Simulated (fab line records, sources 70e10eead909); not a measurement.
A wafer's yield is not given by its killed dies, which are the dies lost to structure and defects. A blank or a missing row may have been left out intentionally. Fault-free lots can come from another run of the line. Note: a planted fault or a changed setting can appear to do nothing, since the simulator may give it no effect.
fab line records	flow nandHarc
record lots=6	wafers=18	lastDay=32
route steps=1302 shown A_STAIRCASE@783 END@1302
lots that met no fault: taken from a fault-free run of the same line
startH: hours from the record's first day to the start of the lot's first wafer shown	waitH: hours elapsed since this lot's preceding step	" as in the row above	L1.1+2: a single row standing in for several wafers	- value missing, or start not given	* or withheld: withheld	< > ~ a bound
route shown NAME@n: a module of which the file shows steps, and the number in the route of the first	usual: the fault-free wafers' mean and standard deviation	same: alike in all rows	chamber/n: place in a boat	sites: readings site by site	_std_site: standard deviation of those values	_edge_site: outer sites' mean less inner sites'	radiusMm: for every site, how far away it sits from the centre of the wafer	mask NAME#n: copy n	behind: tool/chamber where the wafer was last shaped	hold: why the lot went on hold/how many hours it stayed there/how the hold came to an end	device: the n, p or np transistor that did not switch	end of line: at the end of the route, the tests of the same wafers	for a step that has no rows: nothing shown but its recipe	killed: at the first sort, the dies lost to defects and structure; wafer yield is something else	map: a wafer's dies, x killed, . not, _ none there
set.NAME: the setting the step ran with; set.NAME@STEP: the setting that earlier step ran with	model.NAME: the simulator's own value behind a step, which no gauge read
lots seen at some steps along the route; tables by step, rows by wafer
services: the hour from which a tool's chamber was out of use, counted from the record's first day as startH (under 0 if before that day), plus the number of hours and why
## steps
# step NHARC_A_STAIRCASE_HARDBAKE_269
# recipe tempC=120	timeS=140
# step NHARC_A_STAIRCASE_DESCUM_270
# recipe timeS=3	o2FlowSccm=200	arFlowSccm=0	biasPowerW=0	chemistry=O2
# step NHARC_A_STAIRCASE_ETCH_271
# recipe cf4FlowSccm=100	chf3FlowSccm=30	arFlowSccm=0	rfW=500	biasW=200	chemistry=CF4/CHF3
# step NHARC_A_STAIRCASE_HM_OPEN_457
# recipe o2FlowSccm=400	cosFlowSccm=20	arFlowSccm=0	rfW=500	biasW=300	chemistry=O2/COS
# usual cosFlowSccm=20.00/0.064	drypumpMotorCurrentA=5.7/0.33	mfcArSccm=0.007/0.01	oesProductAu=1.004/0.011	rfVppV=466.7/2.7	showerheadPlenumPTorr=3.10/0.12	throttleValvePct=28.330/0.0085
lot.wafer	tool	chamber	startH	waitH	cosFlowSccm	drypumpMotorCurrentA	mfcArSccm	oesProductAu	rfHoursCounterH	rfVppV	showerheadPlenumPTorr	throttleValvePct
L825.3	rieDiel-09	0	-	-	20.05	5.2	0.007	0.988	25	467.3	3.09	28.328
L825.1	"	3	"	"	19.95	5.9	0.013	0.988	27	463.0	2.97	28.354
L825.6	"	0	"	"	19.96	5.3	0.007	0.999	-	466.9	3.09	28.333
L824.4	rieDiel-02	3	-	-	20.00	5.2	0	1.005	1	463.5	2.95	28.340
L824.3	"	0	"	"	20.03	6.1	0.009	1.011	1	468.0	3.11	28.325
L824.2	"	1	"	"	19.95	6.0	0.028	1.006	1	468.6	3.16	28.337
L830.4	rieDiel-12	1	-	-	20.04	5.5	0	0.993	8	464.1	2.96	28.325
L830.1	"	2	"	"	19.91	6.0	0.004	0.993	8	472.6	3.33	28.337
L830.2	"	3	"	"	20.16	5.1	0	1.016	6	469.0	3.13	28.319
L838.2	rieDiel-02	2	-	-	20.09	5.7	0.035	1.020	35	463.3	2.93	28.331
L838.3	"	3	"	"	19.93	5.3	0	1.008	38	462.4	2.93	28.325
L838.5	"	3	"	"	20.10	5.3	0	1.009	-	463.5	2.93	28.326
L842.3	rieDiel-09	2	-	-	20.01	5.7	0	0.999	19	469.7	3.21	28.335
L842.1	"	0	"	"	20.00	5.2	0.007	0.999	23	465.2	3.06	28.359
L842.6	"	3	"	"	19.93	5.9	0.013	1.003	-	463.1	2.95	28.319
L843.2	rieDiel-09	2	-	-	20.07	5.7	0	0.998	19	469.6	3.21	28.317
L843.3	"	3	"	"	20.08	5.9	0.013	1.010	19	463.0	2.95	28.334
L843.6	"	3	"	"	20.16	5.9	0.013	1.000	-	463.6	2.95	28.335
# step NHARC_A_STAIRCASE_STRIP_458
# recipe o2FlowSccm=400	cosFlowSccm=20	arFlowSccm=0	biasW=0	chemistry=O2/COS
# step NHARC_A_STAIRCASE_ETCH_451
# recipe targetDepthA=300	overetchA=30	timeS=16.5	ionEnergyEv=100	cf4FlowSccm=80	o2FlowSccm=20	arFlowSccm=0	rfW=300	biasW=100	chemistry=CF4/O2
# step NHARC_A_STAIRCASE_ETCH_273
# recipe targetDepthA=1.02e+05	timeS=2468.6	ionEnergyEv=800	c4f8FlowSccm=80	o2FlowSccm=60	arFlowSccm=withheld	rfW=600	biasW=3000	chemistry=C4F8/O2/Ar
# step NHARC_A_STAIRCASE_STRIP_274
# recipe o2FlowSccm=500	arFlowSccm=0	biasW=0	chemistry=O2
# usual drypumpMotorCurrentA=5.7/0.35	mfcArSccm=0.008/0.01	oesProductAu=1.004/0.011	rfVppV=57.6/0.84	showerheadPlenumPTorr=3.50/0.13	throttleValvePct=17.038/0.01
lot.wafer	tool	chamber	startH	waitH	drypumpMotorCurrentA	mfcArSccm	oesProductAu	rfHoursCounterH	rfVppV	showerheadPlenumPTorr	throttleValvePct
L825.1	rieDiel-09	0	-	-	5.3	0.007	0.980	26	56.7	3.49	17.052
L825.3	"	2	"	"	5.7	0	1.016	31	59.1	3.65	17.051
L825.6	"	3	"	"	5.9	0.013	0.998	-	57.6	3.36	17.027
L824.4	rieDiel-02	0	-	-	6.1	0.009	1.011	2	59.0	3.51	17.031
L824.3	"	1	"	"	6.0	0.028	1.011	1	58.0	3.57	17.027
L824.2	"	2	"	"	5.7	0.035	0.988	1	57.2	3.33	17.037
L830.2	rieDiel-12	2	-	-	6.0	0.004	0.985	10	57.6	3.77	17.023
L830.4	"	3	"	"	5.1	0	1.022	7	57.2	3.54	17.040
L830.1	"	1	"	"	5.6	0	0.992	9	57.9	3.35	17.050
L838.3	rieDiel-02	3	-	-	5.3	0	1.005	38	57.1	3.31	17.045
L838.2	"	1	"	"	6.0	0.028	1.006	41	57.7	3.54	17.025
L838.5	"	2	"	"	5.7	0.035	1.001	-	55.9	3.32	17.058
L842.3	rieDiel-09	3	-	-	5.8	0.013	1.006	20	57.6	3.33	17.019
L842.1	"	1	"	"	6.2	0	1.018	22	56.6	3.60	17.031
L842.6	"	0	"	"	5.2	0.007	1.003	-	58.0	3.46	17.034
L843.2	rieDiel-09	2	-	-	5.7	0	1.003	22	58.7	3.63	17.047
L843.3	"	1	"	"	6.2	0	1.011	22	56.6	3.60	17.057
L843.6	"	2	"	"	5.7	0	0.999	-	56.6	3.63	17.024
# step NHARC_A_STAIRCASE_STRIP_275
# recipe timeS=900	tempC=130	chemistry=SPM
# step NHARC_A_STAIRCASE_PRECLEAN_276
# recipe timeS=*	tempC=50	bathAgeMin=0	chemistry=SC1
# step NHARC_A_STAIRCASE_SRD_277
# step NHARC_A_STAIRCASE_HM_DEP_459
# recipe targetThkA=15000	tempC=400	material=aC
# usual throttleValvePct=34.999/0.0093
lot.wafer	tool	chamber	startH	waitH	throttleValvePct
L825.1	aclDep-01	0	410.32	0.1	34.999
L825.3	"	0	"	"	34.987
L825.6	"	0	"	"	34.998
L824.2	aclDep-02	0	410.96	0.4	34.986
L824.3	"	0	"	"	35.000
L824.4	"	0	"	"	35.005
L830.1	aclDep-02	0	473.23	1.7	35.004
L830.2	"	0	"	"	35.008
L830.4	"	0	"	"	35.019
L838.2	aclDep-01	0	526.41	1.4	35.007
L838.3	"	0	"	"	34.999
L838.5	"	0	"	"	34.988
L842.1	aclDep-01	0	583.34	1.7	35.005
L842.3	"	0	"	"	35.004
L842.6	"	0	"	"	35.019
L843.2	aclDep-01	0	585.49	3.0	35.001
L843.3	"	0	"	"	34.995
L843.6	"	0	"	"	35.018
# step NHARC_A_STAIRCASE_DEP_280
# recipe targetThkA=300	targetThkNm=30	tempC=400	pressureTorr=3.5	flowSccm=200	rfW=350	material=SiON
# step NHARC_A_STAIRCASE_DEHYDRATE_281
# recipe tempC=150	timeS=120
# step NHARC_A_STAIRCASE_HMDS_282
# recipe timeS=30
# step NHARC_A_STAIRCASE_COAT_283
# recipe spinRpm=1200
# step NHARC_A_STAIRCASE_SOFTBAKE_284
# recipe tempC=135	timeS=170
# step NHARC_A_STAIRCASE_EBR_285
# step NHARC_A_STAIRCASE_EXPOSE_286
# recipe na=0.5	doseMj=25.01	maskId=CHOP_100
# step NHARC_A_STAIRCASE_PEB_287
# recipe pebTempC=115	pebTimeS=130
# step NHARC_A_STAIRCASE_DEVELOP_288
# recipe timeS=140
# step NHARC_A_STAIRCASE_HARDBAKE_290
# recipe tempC=120	timeS=140
# step NHARC_A_STAIRCASE_DESCUM_291
# recipe timeS=3	o2FlowSccm=200	arFlowSccm=0	biasPowerW=0	chemistry=O2
# usual drypumpMotorCurrentA=5.7/0.33	mfcArSccm=0.010/0.012	oesProductAu=1.001/0.01	rfVppV=57.7/0.84	showerheadPlenumPTorr=1.89/0.08	throttleValvePct=11.312/0.0092
lot.wafer	tool	chamber	startH	waitH	drypumpMotorCurrentA	mfcArSccm	oesProductAu	rfHoursCounterH	rfVppV	showerheadPlenumPTorr	throttleValvePct
L825.1	rieDiel-02	2	413.18	-	5.7	0.035	1.000	2	56.8	1.80	11.310
L825.3	"	3	"	"	5.2	0	1.005	4	57.8	1.80	11.308
L825.6	"	1	"	"	6.0	0.028	1.000	-	58.8	1.93	11.302
L824.2	rieDiel-12	0	413.80	-	5.6	0.002	1.000	46	58.1	1.94	11.317
L824.3	"	1	"	"	5.5	0	0.999	50	56.8	1.82	11.314
L824.4	"	2	"	"	6.0	0.004	0.990	52	58.9	2.06	11.312
L830.1	rieDiel-12	3	476.07	-	5.1	0	1.019	9	58.7	1.92	11.308
L830.4	"	0	"	"	5.5	0.002	1.016	7	59.2	1.93	11.318
L830.2	"	1	"	"	5.6	0	0.990	10	57.2	1.81	11.317
L838.2	rieDiel-12	2	528.82	-	6.0	0.004	0.976	28	58.8	2.05	11.311
L838.3	"	0	"	"	5.6	0.002	1.004	27	58.2	1.92	11.331
L838.5	"	2	"	"	6.0	0.004	0.984	-	59.3	2.04	11.294
L842.3	rieDiel-12	1	586.19	-	5.5	0	0.985	49	57.0	1.80	11.304
L842.1	"	3	"	"	5.1	0	1.001	49	57.8	1.91	11.316
L842.6	"	1	"	"	5.5	0	1.002	-	57.3	1.80	11.315
L843.3	rieDiel-02	0	587.89	-	6.1	0.009	1.004	1	57.8	1.89	11.291
L843.2	"	1	"	"	6.0	0.028	1.014	1	57.9	1.92	11.315
L843.6	"	1	"	"	6.0	0.028	1.008	-	57.7	1.92	11.306
# step NHARC_A_STAIRCASE_ETCH_292
# recipe cf4FlowSccm=100	chf3FlowSccm=30	arFlowSccm=0	rfW=500	biasW=200	chemistry=CF4/CHF3
# step NHARC_A_STAIRCASE_HM_OPEN_460
# recipe o2FlowSccm=400	cosFlowSccm=20	arFlowSccm=0	rfW=500	biasW=300	chemistry=O2/COS
# usual cosFlowSccm=20.01/0.058	drypumpMotorCurrentA=5.7/0.34	mfcArSccm=0.009/0.012	oesProductAu=1.001/0.01	rfVppV=466.4/2.7	showerheadPlenumPTorr=3.08/0.13	throttleValvePct=28.328/0.0091
lot.wafer	tool	chamber	startH	waitH	cosFlowSccm	drypumpMotorCurrentA	mfcArSccm	oesProductAu	rfHoursCounterH	rfVppV	showerheadPlenumPTorr	throttleValvePct
L825.1	rieDiel-02	2	-	-	19.92	5.7	0.035	0.984	2	462.5	2.95	28.333
L825.3	"	3	"	"	19.92	5.2	0	1.015	4	462.8	2.95	28.325
L825.6	"	2	"	"	20.02	5.7	0.035	1.001	-	463.2	2.95	28.331
L824.3	rieDiel-12	1	-	-	20.00	5.5	0	0.990	50	463.1	2.97	28.327
L824.4	"	2	"	"	20.08	6.0	0.004	0.990	52	472.4	3.35	28.330
L824.2	"	3	"	"	19.96	5.1	0	1.009	47	466.5	3.14	28.336
L830.1	rieDiel-12	1	-	-	19.99	5.6	0	0.998	10	464.5	2.96	28.324
L830.4	"	3	"	"	20.08	5.1	0	1.019	9	467.6	3.13	28.317
L830.2	"	0	"	"	19.96	5.6	0.002	1.015	7	467.9	3.15	28.335
L838.3	rieDiel-12	3	-	-	19.98	5.1	0	1.001	28	465.9	3.12	28.315
L838.2	"	1	"	"	20.04	5.6	0	0.995	26	464.3	2.95	28.317
L838.5	"	3	"	"	20.08	5.1	0	1.002	-	466.8	3.12	28.327
L842.1	rieDiel-12	1	-	-	19.90	5.5	0	0.999	49	464.1	2.94	28.334
L842.3	"	2	"	"	20.05	6.0	0.004	0.985	51	471.5	3.31	28.339
L842.6	"	1	"	"	19.96	5.6	0	0.986	-	464.5	2.94	28.312
L843.3	rieDiel-02	1	-	-	20.01	6.0	0.028	1.020	1	467.9	3.13	28.326
L843.2	"	2	"	"	19.98	5.7	0.035	0.994	1	463.7	2.92	28.341
L843.6	"	0	"	"	20.12	6.1	0.009	0.999	-	466.0	3.08	28.321
# step NHARC_A_STAIRCASE_STRIP_461
# recipe o2FlowSccm=400	cosFlowSccm=20	arFlowSccm=0	biasW=0	chemistry=O2/COS
# step NHARC_A_STAIRCASE_ETCH_452
# recipe targetDepthA=300	overetchA=30	timeS=16.5	ionEnergyEv=100	cf4FlowSccm=80	o2FlowSccm=20	arFlowSccm=0	rfW=300	biasW=100	chemistry=CF4/O2
# step NHARC_A_STAIRCASE_ETCH_294
# recipe targetDepthA=49890	timeS=1211.6	ionEnergyEv=800	c4f8FlowSccm=80	o2FlowSccm=60	arFlowSccm=withheld	rfW=600	biasW=3000	chemistry=C4F8/O2/Ar
# step NHARC_A_STAIRCASE_STRIP_295
# recipe o2FlowSccm=500	arFlowSccm=0	biasW=0	chemistry=O2
# usual drypumpMotorCurrentA=5.7/0.35	mfcArSccm=0.009/0.013	oesProductAu=1.003/0.012	rfVppV=57.8/0.8	showerheadPlenumPTorr=3.49/0.14	throttleValvePct=17.036/0.0087
lot.wafer	tool	chamber	startH	waitH	drypumpMotorCurrentA	mfcArSccm	oesProductAu	rfHoursCounterH	rfVppV	showerheadPlenumPTorr	throttleValvePct
L825.1	rieDiel-02	3	-	-	5.2	0	1.002	4	57.8	3.33	17.047
L825.3	"	1	"	"	6.0	0.028	1.019	3	56.5	3.56	17.043
L825.6	"	2	"	"	5.7	0.035	0.984	-	58.2	3.33	17.034
L824.2	rieDiel-12	1	-	-	5.5	0	1.000	50	56.1	3.36	17.050
L824.3	"	2	"	"	6.0	0.004	0.994	52	58.6	3.78	17.037
L824.4	"	3	"	"	5.1	0	1.014	48	57.7	3.55	17.045
L830.2	rieDiel-12	3	-	-	5.1	0	1.003	10	58.2	3.54	17.030
L830.4	"	0	"	"	5.6	0.002	1.010	9	58.7	3.56	17.031
L830.1	"	1	"	"	5.6	0	0.995	12	57.5	3.35	17.041
L838.3	rieDiel-12	1	-	-	5.5	0	1.013	26	56.9	3.34	17.049
L838.2	"	3	"	"	5.1	0	1.014	28	57.5	3.53	17.020
L838.5	"	1	"	"	5.5	0	0.993	-	58.7	3.34	17.031
L842.3	rieDiel-12	2	-	-	6.0	0.004	0.974	52	58.0	3.74	17.034
L842.1	"	0	"	"	5.6	0.002	1.001	49	57.9	3.53	17.029
L842.6	"	3	"	"	5.1	0	0.997	-	57.6	3.52	17.040
L843.2	rieDiel-02	2	-	-	5.7	0.035	0.988	1	58.4	3.31	17.042
L843.3	"	0	"	"	6.1	0.009	1.004	2	58.1	3.48	17.043
L843.6	"	3	"	"	5.3	0	1.021	-	56.4	3.30	17.038
# step NHARC_A_STAIRCASE_STRIP_296
# recipe timeS=900	tempC=130	chemistry=SPM
# step NHARC_A_STAIRCASE_PRECLEAN_297
# recipe timeS=*	tempC=50	bathAgeMin=0	chemistry=SC1
# step NHARC_A_STAIRCASE_SRD_298
# step NHARC_A_STAIRCASE_HM_DEP_462
# recipe targetThkA=8000	tempC=400	material=aC
# step NHARC_A_STAIRCASE_DEP_301
# recipe targetThkA=300	targetThkNm=30	tempC=400	pressureTorr=3.5	flowSccm=200	rfW=350	material=SiON
# step NHARC_A_STAIRCASE_DEHYDRATE_302
# recipe tempC=150	timeS=120
# step NHARC_A_STAIRCASE_HMDS_303
# recipe timeS=30
# step NHARC_A_STAIRCASE_COAT_304
# recipe spinRpm=1200
# step NHARC_A_STAIRCASE_SOFTBAKE_305
# recipe tempC=135	timeS=170
# step NHARC_A_STAIRCASE_EBR_306
# step NHARC_END_SORT_01
# recipe tempC=25
# usual killedAtArray=52/18	killedAtOther=1.0/1.4	killedAtPeriphery=3.1/2.3	killedDies=56/17	killedOpen=3.0/1.7	killedShort=2.5/1.7
# same grossDies=677
lot.wafer	tool	chamber	startH	waitH	killedAtArray	killedAtOther	killedAtPeriphery	killedDies	killedOpen	killedShort
L842.1	prober-02	0	772.49	2.5	108	0	2	110	2	5
L842.3	prober-02	0	774.10	3.1	109	1	1	111	2	2
L842.6	prober-02	0	776.51	4.0	100	0	4	104	1	1
L843.2	prober-01	0	773.30	2.8	114	1	2	117	3	4
L843.3	prober-01	0	774.11	3.1	114	1	0	115	2	3
L843.6	prober-01	0	776.55	4.1	112	0	0	112	1	2
# killed by level:class
L842.1 A_STAIRCASE:unspecified=62 A_SLIT:chamberFilmFlake=27 A_CONTACT:chamberFilmFlake=8 A_CHANNEL_HOLE_D1:chamberFilmFlake=2 A_STAIRCASE:chamberFilmFlake=2 P_M0:geometricParticle:short=1 A_CHANNEL_FILL_D1:geometricParticle:open=1 A_CHANNEL_FILL_D1:geometricParticle:short=1
L843.2 A_STAIRCASE:unspecified=63 A_CHANNEL_HOLE_D2:chamberFilmFlake=19 A_CHANNEL_HOLE_D1:chamberFilmFlake=11 A_SLIT:chamberFilmFlake=4 A_CONTACT:chamberFilmFlake=3 A_CHANNEL_FILL_D2:geometricParticle:short=2 A_STAIRCASE:chamberFilmFlake=2 A_CHANNEL_FILL_D1:chamberFilmFlake=2
L842.3 A_STAIRCASE:unspecified=66 A_SLIT:chamberFilmFlake=26 A_CONTACT:chamberFilmFlake=7 A_CHANNEL_HOLE_D2:chamberFilmFlake=2 A_STAIRCASE:chamberFilmFlake=2 A_ONON_D1:geometricParticle:open=1 A_CHANNEL_FILL_D2:geometricParticle:short=1 A_WL_FILL:geometricParticle:short=1
L843.3 A_STAIRCASE:unspecified=63 A_CHANNEL_HOLE_D2:chamberFilmFlake=20 A_CHANNEL_HOLE_D1:chamberFilmFlake=13 A_SLIT:chamberFilmFlake=5 A_STAIRCASE:chamberFilmFlake=4 A_ONON_D1:geometricParticle:open=1 A_DECK1_JOINT:geometricParticle:short=1 A_ONON_D2:geometricParticle:short=1
L842.6 A_STAIRCASE:unspecified=66 A_SLIT:chamberFilmFlake=24 A_CONTACT:chamberFilmFlake=5 P_STI:chamberFilmFlake=4 A_DECK1_JOINT:geometricParticle:open=1 A_M0:geometricParticle:short=1 A_DECK1_JOINT:chamberFilmFlake=1 A_CHANNEL_FILL_D2:chamberFilmFlake=1
L843.6 A_STAIRCASE:unspecified=57 A_CHANNEL_HOLE_D2:chamberFilmFlake=17 A_CHANNEL_HOLE_D1:chamberFilmFlake=13 A_SLIT:chamberFilmFlake=9 A_CONTACT:chamberFilmFlake=7 A_CHANNEL_FILL_D1:chamberFilmFlake=2 A_DECK1_JOINT:geometricParticle:short=1 A_CHANNEL_HOLE_D2:geometricParticle:short=1
# map L842.3 (x killed, . not)
____________.____________
_________......._________
_______..........._______
______.............______
_____...........x..._____
____.................____
____.................____
___................x..___
___...................___
__.....................__
__.....................__
_.........x............._
_......................._
_.....x................._
_......................._
_.........xx............_
......x..........x....x..
.....................x...
......x.....x............
.........................
..x.....................x
_....x.................._
_......................._
_..x...................._
_...xx.x................_
_..xxx.x................_
__.xxxxxxxx............__
__.xxxxxxxxx...x.......__
___.xxxxxxx....x......___
___.xxxxxxxx...xxxx...___
____xxxxxx.x....xxx..____
____xxxxxxxx...xx.x..____
_____xxxxx.x.xxxxx.._____
______xxxxx...xxx.x______
_______xx.....xx.._______
_________xx..xxx_________
____________.____________
# map L843.2 (x killed, . not)
____________.____________
_________......._________
_______..........._______
______.........x...______
_____...........x..._____
____..........x......____
____.................____
___...................___
___...................___
__.....................__
__.....................__
_............xx........._
_.............x........._
_......................._
_......................._
_.......x..............._
....x....................
.........................
................x........
......................x..
............x..........x.
_......................._
_................x......_
_......x........x......._
_...xx..x.x............._
_..xxxxx.x.............._
__..xxxxxx.............__
__.xxxxxxxxx.x....x....__
___.xxxxxxx.....x.....___
___xxxxxxxxx.....x....___
____xxxxxxxxxxx.xx...____
____xxxxxxxxx.x.xxx..____
_____xxxxxxxxxxxx.x._____
______xxxxx..xxxxxx______
_______x..x.x...x._______
_________x.x..x._________
____________.____________
## services
tool	chamber	startH	hours	kind
rieDiel-02	-	394.35	9.0	pm
rieDiel-12	0	401.07	-	clean
rieDiel-12	1	401.07	-	clean
rieDiel-12	2	401.07	-	clean
rieDiel-12	3	401.07	-	clean
rieDiel-09	1	402.16	8.5	repair
rieDiel-12	0	425.57	-	clean
rieDiel-12	1	425.57	-	clean
rieDiel-12	2	425.57	-	clean
rieDiel-12	3	425.57	-	clean
rieDiel-02	0	426.05	19.7	repair
aclDep-02	-	426.29	13.0	pm
rieDiel-12	1	434.40	1.4	repair
rieDiel-12	-	446.70	9.0	pm
rieDiel-12	0	446.70	9.0	ventCycle
rieDiel-12	1	446.70	9.0	ventCycle
rieDiel-12	2	446.70	9.0	ventCycle
rieDiel-12	3	446.70	9.0	ventCycle
rieDiel-12	0	455.70	-	clean
rieDiel-09	-	492.81	0.4	repair
rieDiel-09	-	499.27	9.0	pm
rieDiel-09	3	516.98	9.6	repair
aclDep-01	-	552.21	13.0	pm
rieDiel-09	-	569.71	7.4	repair
## key
firstSign step=NHARC_END_SORT_01	reading=killedDies	direction=up	sigmas=3.2	usual=56	struck=112
effect step=NHARC_END_SORT_01	reading=killedAtArray	direction=up	sigmas=3.2	usual=52	struck=110
moreKillsBornAt NHARC_A_STAIRCASE_HM_DEP_459@aclDep-01=377
metAt NHARC_A_STAIRCASE_HM_DEP_459
struckWafers L842.1,L842.3,L842.6,L843.2,L843.3,L843.6
testerLeftOut L842,L843
onsetBetween 526.41 583.34
alsoFits time
fault kind=chamberParticleSource	tool=aclDep-01	chamber=-	onsetH=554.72	steps=NHARC_A_STAIRCASE_HM_DEP_459	ratePerVisitCm2=0.54138	endH=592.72
# testerLeftOut: of these lots the tester's yield and bins aren't shown, on N5 and GAA mostly nor the transistor test; their killed dies are dies lost to structure and defects alone, not to doping, threshold or leakage, so they don't give the yield
